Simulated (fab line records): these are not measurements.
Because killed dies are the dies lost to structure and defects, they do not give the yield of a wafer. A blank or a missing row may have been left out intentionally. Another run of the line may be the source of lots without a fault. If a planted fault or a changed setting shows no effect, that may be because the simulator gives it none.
Chamber matching    flow nand-harc    ald-hk-03 running NHARC_A_WL_FILL_ALD_00: 4 sister chambers
The step deposits Al2O3, target thk 3 nm, pulse time 3 s, ald cycles 30. 4 wafers are shown with their chamber, then 10 later ones without.

## WAFERS, EACH WITH ITS CHAMBER
wafer   chamber  heater-power-w (W)
L087.2  2        484
L091.6  3        508
L097.1  0        486
L097.4  1        482

## WAFERS WITHOUT THEIR CHAMBER
wafer   heater-power-w (W)
L097.6  485
L094.3  527
L094.5  503
L094.6  479
L095.2  471
L095.3  500
L095.5  486
L096.1  502
L096.2  490
L096.4  474

## CHAMBER TAKEN BY EACH
wafer   from the rows above                in truth
L097.6  can't be placed: 0 or 2 or 1       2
L094.3  3                                  3
L094.5  can't be placed: 3 or 0 or 2 or 1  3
L094.6  can't be placed: 1 or 2 or 0       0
L095.2  can't be placed: 1 or 2 or 0       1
L095.3  can't be placed: 3 or 0 or 2 or 1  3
L095.5  can't be placed: 0 or 2 or 1       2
L096.1  can't be placed: 3 or 0 or 2 or 1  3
L096.2  can't be placed: 0 or 2 or 1 or 3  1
L096.4  can't be placed: 1 or 2 or 0       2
1 of 10 placed correctly. Unplaceable from these rows: 9, with the true chamber sitting among the candidates in 9. Wrongly placed: 0.
How it was worked out, from the rows above alone: a wafer's distance from a chamber is the root of the sum, over the readings, of the square of ((its reading less the chamber's mean) divided by the reading's scatter). The wafer belongs to the nearest chamber; if the next one is less than 2 further off, it can't be placed. For every chamber, the mean is computed from those of its wafers that are shown. The scatter: with one shown wafer a chamber, the root of the mean of the squares of how far each hidden wafer lies from its nearest shown one.
